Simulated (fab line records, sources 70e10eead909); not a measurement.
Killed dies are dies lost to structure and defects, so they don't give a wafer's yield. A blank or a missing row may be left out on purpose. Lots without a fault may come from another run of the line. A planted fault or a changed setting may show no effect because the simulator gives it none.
fab line records | flow nand_harc | part 2 of 2: steps 5 to 6 of 6
record lots=23 wafers=69 last_day=34
route steps=1302 shown A_CONTACT@1028
lots that met no fault: from a run of the same line without faults
start_h: hours from the record's first day to the start of the lot's first wafer shown | wait_h: hours since the lot's step before | " the same as in the row above | L1.1+2: a row that stands for several wafers | - no value, or no start given | * or withheld: withheld | < > ~ a bound
route shown NAME@n: a module of which the file shows steps, and the number in the route of the first | usual: mean/standard deviation of fault-free wafers | same: alike in all rows | chamber/n: place in a boat | sites: the reading at each site | _std_site: their standard deviation | _edge_site: outer sites' mean less inner sites' | radius_mm: how far each site lies from the wafer's centre | mask NAME#n: copy n | behind: the tool/chamber that last shaped the wafer | hold: why the lot was held/for how many hours/how that ended | device: the transistor (n, p or np) that didn't switch | end of line: the same wafers' tests at the end of the route | a step without rows: its recipe alone | killed: dies lost to structure and defects at the first sort, not the wafer's yield | map: a wafer's dies, x killed, . not, _ none there
set.NAME: the setting as run; set.NAME@STEP: as run at that earlier step | model.NAME: the simulator's own value behind a step, which no gauge read
steps of the route over a sample of lots; a table a step, a row a wafer
services: from which hour (start_h, from the record's first day; less than 0 if before it) a tool's chamber was out of use, for how many hours, and why
## steps
# step NHARC_A_CONTACT_ETCH_92
# recipe target_depth_a=400 over_etch_frac=0.5 time_s=85.7 ion_energy_ev=120 ch3f_flow_sccm=50 o2_flow_sccm=30 ar_flow_sccm=200 rf_w=500 bias_w=100 chemistry=CH3F/O2
# usual bias_w=100.00/0.27 drypump_motor_current_A=5.8/0.55 oes_product_au=0.95/0.034 rf_vpp_V=244.4/2.3 showerhead_plenum_p_Torr=2.46/0.15 throttle_valve_pct=20.663/0.0091
# columns lot.wafer tool chamber start_h wait_h bias_w drypump_motor_current_A oes_product_au rf_hours_counter_h rf_vpp_V showerhead_plenum_p_Torr throttle_valve_pct
L074.1 rie_diel-03 1 517.56 0.5 99.67 6.7 0.92 8 243.4 2.32 20.669
L074.3 " 3 " " 99.97 6.2 0.92 6 243.3 2.44 20.651
L074.5 " 1 " " 99.83 6.7 0.92 - 242.3 2.32 20.656
L075.1 rie_diel-08 0 527.30 0.5 100.40 5.4 0.92 47 242.2 2.32 20.664
L075.4 " 2 " " 100.23 5.2 0.93 43 241.4 2.33 20.658
L075.2 " 3 " " 100.47 5.2 0.93 47 242.7 2.45 20.659
L077.1 rie_diel-03 1 534.53 0.5 100.03 6.7 0.92 12 239.3 2.32 20.672
L077.5 " 1 " " 99.77 6.7 0.93 - 242.3 2.32 20.670
L077.6 " 2 " " 99.81 6.0 0.93 - 241.6 2.27 20.673
L076.4 rie_diel-04 0 544.00 0.4 100.21 5.7 1.02 0 241.6 2.37 20.668
L076.1 " 1 " " 99.80 4.8 1.00 0 245.4 2.61 20.682
L076.5 " 2 " " 100.11 5.5 1.00 - 244.5 2.41 20.668
L079.1 rie_diel-03 2 569.82 0.5 99.87 6.0 0.92 17 241.2 2.27 20.660
L079.2 " 3 " " 100.01 6.2 0.91 16 244.1 2.44 20.663
L079.6 " 2 " " 99.46 6.0 0.92 - 241.4 2.27 20.671
L081.4 rie_diel-08 0 575.28 0.4 100.24 5.4 0.91 4 242.9 2.32 20.668
L081.3 " 1 " " 100.05 6.0 0.93 5 244.9 2.63 20.652
L081.5 " 3 " " 100.05 5.2 0.92 - 245.1 2.44 20.660
L078.3 rie_diel-03 0 577.80 0.4 100.24 5.1 1.01 19 245.0 2.65 20.673
L078.6 " 3 " " 100.52 6.2 1.00 - 243.6 2.44 20.668
L078.5 " 0 " " 100.36 5.1 1.01 - 246.8 2.65 20.675
L080.3 rie_diel-03 3 583.21 0.4 99.69 6.2 1.00 18 245.9 2.44 20.649
L080.5 " 3 " " 100.06 6.2 0.99 - 242.1 2.44 20.643
L080.6 " 0 " " 99.59 5.1 1.00 - 247.0 2.65 20.669
L083.1 rie_diel-03 0 602.84 0.5 99.82 5.1 0.94 25 247.0 2.65 20.664
L083.6 " 1 " " 100.14 6.7 0.93 - 242.0 2.31 20.664
L083.5 " 2 " " 100.26 6.0 0.93 - 240.6 2.27 20.654
L085.2 rie_diel-03 1 608.43 0.5 99.83 6.7 0.92 25 242.2 2.31 20.660
L085.6 " 1 " " 100.38 6.7 0.92 - 242.9 2.31 20.657
L085.4 " 3 " " 99.81 6.2 0.93 - 244.7 2.44 20.669
L084.3 rie_diel-03 3 612.27 0.4 100.08 6.2 0.95 23 244.2 2.44 20.659
L084.6 " 3 " " 99.85 6.2 0.95 - 244.5 2.44 20.662
L084.4 " 0 " " 99.98 5.1 0.95 - 245.8 2.65 20.662
L086.1 rie_diel-03 0 645.49 0.5 99.98 5.1 1.00 0 247.3 2.65 20.654
L086.4 " 1 " " 100.47 6.7 1.00 0 240.4 2.31 20.668
L086.2 " 3 " " 100.15 6.2 1.00 0 243.9 2.44 20.651
L088.1 rie_diel-08 3 660.28 0.6 100.13 5.2 0.93 35 245.1 2.43 20.663
L088.6 " 0 " " 99.98 5.4 0.91 - 243.2 2.31 20.676
L088.5 " 1 " " 100.03 6.0 0.93 - 246.7 2.62 20.657
L089.2 rie_diel-03 3 662.22 0.5 100.05 6.2 0.93 3 245.3 2.44 20.682
L089.1 " 0 " " 99.91 5.1 0.93 3 245.6 2.65 20.671
L089.6 " 2 " " 100.25 6.0 0.93 - 247.2 2.66 20.669
L087.1 rie_diel-03 3 666.43 0.6 99.71 6.2 0.93 3 244.6 2.44 20.665
L087.6 " 1 " " 100.19 6.7 0.93 - 242.5 2.31 20.672
L087.5 " 2 " " 99.74 6.0 0.93 - 245.9 2.66 20.662
L090.4 rie_diel-03 3 667.61 0.4 100.19 6.2 0.93 4 247.0 2.44 20.649
L090.2 " 0 " " 99.48 5.1 0.93 4 245.9 2.65 20.653
L090.6 " 3 " " 100.06 6.2 0.92 - 245.4 2.44 20.644
L091.1 rie_diel-08 0 687.74 0.5 100.09 5.4 0.93 43 242.6 2.30 20.656
L091.2 " 1 " " 99.75 6.0 0.93 42 247.4 2.62 20.659
L091.4 " 3 " " 100.12 5.2 0.92 45 244.3 2.43 20.661
L093.2 rie_diel-03 0 701.53 0.7 100.30 5.1 0.93 8 247.0 2.65 20.665
L093.3 " 2 " " 99.65 6.0 0.93 8 246.4 2.66 20.650
L093.5 " 0 " " 100.39 5.1 0.93 - 247.2 2.65 20.660
L092.4 rie_diel-03 2 704.12 0.4 99.63 6.1 0.92 8 248.7 2.66 20.671
L092.3 " 1 " " 100.32 6.7 0.92 9 241.3 2.31 20.665
L092.5 " 3 " " 99.90 6.2 0.93 - 245.1 2.43 20.671
L094.3 rie_diel-08 1 716.71 0.4 99.73 6.0 0.93 51 248.2 2.62 20.656
L094.4 " 3 " " 99.98 5.2 0.92 53 242.8 2.42 20.671
L094.2 " 0 " " 99.90 5.4 0.92 52 240.7 2.30 20.654
L095.2 rie_diel-03 2 718.58 0.5 100.01 6.0 0.91 13 246.1 2.66 20.672
L095.3 " 0 " " 99.81 5.1 0.92 12 246.4 2.64 20.674
L095.1 " 1 " " 99.78 6.7 0.91 13 243.5 2.31 20.648
L096.1 rie_diel-04 0 738.67 0.5 99.81 5.7 1.00 11 241.8 2.35 20.674
L096.2 " 1 " " 99.68 4.8 0.99 9 246.3 2.58 20.657
L096.5 " 0 " " 99.87 5.7 1.00 - 242.5 2.35 20.659
L097.4 rie_diel-04 3 757.76 0.4 99.69 5.9 0.92 18 247.8 2.61 20.684
L097.2 " 2 " " 100.18 5.6 0.93 15 242.8 2.38 20.668
L097.6 " 3 " " 99.91 5.9 0.93 - 245.5 2.61 20.671
# step NHARC_A_CONTACT_ETCH_110
# recipe target_depth_a=600 overetch_a=60 time_s=33 ion_energy_ev=100 cf4_flow_sccm=80 o2_flow_sccm=20 ar_flow_sccm=0 rf_w=300 bias_w=100 chemistry=CF4/O2
# usual bias_w=99.96/0.26 drypump_motor_current_A=5.8/0.55 oes_product_au=1.000/0.007 rf_vpp_V=197.8/1.9 showerhead_plenum_p_Torr=1.34/0.081 throttle_valve_pct=13.397/0.0091
# columns lot.wafer tool chamber start_h wait_h bias_w drypump_motor_current_A oes_product_au rf_hours_counter_h rf_vpp_V showerhead_plenum_p_Torr throttle_valve_pct
L074.3 rie_diel-04 1 518.07 0.1 99.92 4.8 1.004 47 199.9 1.42 13.385
L074.1 " 3 " " 99.84 5.9 0.992 48 198.9 1.43 13.401
L074.5 " 1 " " 99.70 4.9 0.993 - 198.2 1.42 13.402
L075.2 rie_diel-08 1 527.81 0.0 100.07 6.0 1.002 51 199.8 1.43 13.393
L075.1 " 3 " " 100.03 5.2 1.003 47 197.7 1.33 13.398
L075.4 " 0 " " 99.70 5.4 0.995 47 195.3 1.26 13.399
L077.1 rie_diel-03 1 535.04 0.0 100.00 6.7 0.981 12 194.8 1.26 13.406
L077.6 " 1 " " 100.00 6.7 0.992 - 196.4 1.26 13.380
L077.5 " 2 " " 99.93 6.0 0.993 - 195.5 1.23 13.409
L076.4 rie_diel-03 0 544.48 0.1 99.58 5.1 1.005 14 200.7 1.44 13.401
L076.1 " 2 " " 100.01 6.0 0.998 12 195.2 1.23 13.412
L076.5 " 1 " " 99.74 6.7 0.994 - 195.4 1.26 13.405
L079.1 rie_diel-04 3 570.33 0.1 100.03 5.8 0.999 9 200.2 1.43 13.389
L079.2 " 1 " " 100.09 4.8 0.998 10 201.4 1.42 13.391
L079.6 " 3 " " 100.18 5.9 1.006 - 199.3 1.43 13.405
L081.3 rie_diel-03 2 575.76 0.1 100.06 6.1 1.008 18 195.2 1.23 13.395
L081.4 " 0 " " 99.70 5.1 1.009 19 199.6 1.44 13.385
L081.5 " 2 " " 100.22 6.1 0.992 - 195.8 1.23 13.414
L078.3 rie_diel-03 0 578.29 0.0 99.75 5.1 1.011 19 199.2 1.44 13.380
L078.5 " 0 " " 100.07 5.1 1.004 - 201.1 1.44 13.396
L078.6 " 1 " " 100.00 6.7 1.000 - 195.7 1.26 13.397
L080.3 rie_diel-03 0 583.78 0.1 99.36 5.1 1.006 20 199.6 1.44 13.404
L080.5 " 1 " " 100.29 6.7 1.017 - 197.2 1.26 13.400
L080.6 " 2 " " 100.14 6.0 0.999 - 196.2 1.23 13.405
L083.1 rie_diel-03 3 603.32 0.1 100.40 6.2 1.002 22 198.0 1.32 13.386
L083.5 " 1 " " 100.18 6.7 0.991 - 196.5 1.25 13.383
L083.6 " 2 " " 99.97 6.0 0.999 - 195.6 1.23 13.388
L085.2 rie_diel-04 2 608.95 0.0 99.83 5.5 0.999 19 197.3 1.30 13.401
L085.4 " 1 " " 99.88 4.8 1.002 24 200.4 1.41 13.405
L085.6 " 2 " " 99.59 5.5 1.005 - 198.2 1.30 13.389
L084.3 rie_diel-04 3 612.81 0.1 99.79 5.9 1.003 22 199.9 1.43 13.409
L084.4 " 0 " " 100.43 5.7 1.007 27 195.5 1.28 13.396
L084.6 " 0 " " 100.07 5.7 1.016 - 197.1 1.28 13.409
L086.1 rie_diel-03 1 645.99 0.1 99.60 6.6 0.993 0 194.4 1.25 13.410
L086.4 " 3 " " 100.24 6.2 1.002 0 197.7 1.32 13.404
L086.2 " 0 " " 99.77 5.1 1.008 0 199.5 1.44 13.397
L088.1 rie_diel-03 2 660.75 0.1 100.00 6.0 0.995 2 199.1 1.45 13.384
L088.6 " 0 " " 100.01 5.1 1.011 - 199.8 1.44 13.382
L088.5 " 1 " " 100.09 6.7 1.000 - 197.4 1.25 13.393
L089.1 rie_diel-08 1 662.77 0.1 99.99 6.1 1.004 35 199.0 1.42 13.393
L089.2 " 2 " " 100.27 5.2 0.997 36 195.3 1.26 13.402
L089.6 " 3 " " 99.75 5.2 0.990 - 196.0 1.32 13.397
L087.1 rie_diel-03 3 666.91 0.1 100.24 6.2 1.003 4 197.6 1.32 13.402
L087.6 " 2 " " 99.95 6.0 0.995 - 199.3 1.45 13.394
L087.5 " 3 " " 100.09 6.2 0.999 - 198.7 1.32 13.385
L090.4 rie_diel-03 0 668.10 0.1 99.83 5.1 1.015 4 200.5 1.44 13.392
L090.2 " 2 " " 99.93 5.9 1.013 4 200.4 1.45 13.394
L090.6 " 0 " " 100.10 5.1 1.003 - 201.7 1.44 13.412
L091.1 rie_diel-03 3 688.26 0.1 99.88 6.2 1.004 7 197.3 1.32 13.400
L091.4 " 0 " " 99.79 5.1 0.998 7 200.4 1.44 13.395
L091.2 " 2 " " 100.10 6.0 1.006 7 199.9 1.44 13.396
L093.2 rie_diel-03 2 702.28 0.1 100.18 6.1 0.996 8 199.5 1.44 13.383
L093.3 " 3 " " 100.14 6.2 1.006 8 199.2 1.32 13.402
L093.5 " 2 " " 100.01 6.0 0.988 - 201.0 1.44 13.417
L092.3 rie_diel-03 2 704.63 0.1 99.89 6.0 1.001 9 200.1 1.44 13.402
L092.4 " 0 " " 99.60 5.1 1.005 9 199.6 1.44 13.404
L092.5 " 3 " " 100.18 6.2 0.990 - 196.4 1.32 13.400
L094.2 rie_diel-08 2 717.23 0.1 99.73 5.3 1.007 53 195.4 1.25 13.393
L094.3 " 3 " " 99.82 5.2 0.984 53 196.3 1.32 13.393
L094.4 " 0 " " 100.42 5.4 1.005 52 196.4 1.25 13.404
L095.1 rie_diel-03 2 719.09 0.1 99.82 6.1 0.995 13 199.6 1.44 13.380
L095.2 " 3 " " 99.63 6.2 0.995 11 197.7 1.32 13.389
L095.3 " 0 " " 99.53 5.1 0.999 12 200.2 1.44 13.377
L096.2 rie_diel-04 2 739.18 0.0 99.97 5.5 1.000 7 198.1 1.30 13.399
L096.1 " 0 " " 100.36 5.7 0.995 11 196.4 1.27 13.406
L096.5 " 3 " " 100.47 5.9 1.004 - 200.2 1.42 13.398
L097.2 rie_diel-08 2 758.40 0.2 99.55 5.2 0.999 8 196.8 1.25 13.397
L097.4 " 0 " " 99.76 5.4 0.987 9 195.8 1.25 13.382
L097.6 " 2 " " 99.62 5.2 0.999 - 197.5 1.25 13.414
## services
# columns tool chamber start_h hours kind
rie_diel-03 0 492.02 - clean
pecvd-01 - 492.18 13.0 pm
har_cap_etch-01 - 497.53 17.0 pm
pecvd-03 1 500.80 16.3 repair
rie_diel-04 - 534.07 9.0 pm
pecvd-01 - 542.55 2.7 repair
rie_diel-08 - 544.83 9.0 pm
pecvd-03 - 547.00 13.0 pm
har_cap_etch-01 - 599.25 1.1 repair
rie_diel-03 2 608.39 14.6 repair
rie_diel-04 - 631.84 2.2 repair
rie_diel-03 - 635.52 9.0 pm
pecvd-04 - 635.73 13.0 pm
pecvd-03 - 638.75 0.8 repair
pecvd-01 - 673.18 13.0 pm
rie_diel-08 3 694.65 5.5 repair
rie_diel-04 - 704.29 1.0 repair
rie_diel-04 - 711.07 9.0 pm
har_cap_etch-01 - 718.74 0.5 repair
pecvd-03 0 719.84 7.5 repair
rie_diel-08 - 721.83 9.0 pm
pecvd-03 - 721.94 14.9 repair
pecvd-01 0 724.23 5.2 repair
har_cap_etch-02 - 754.00 17.0 pm
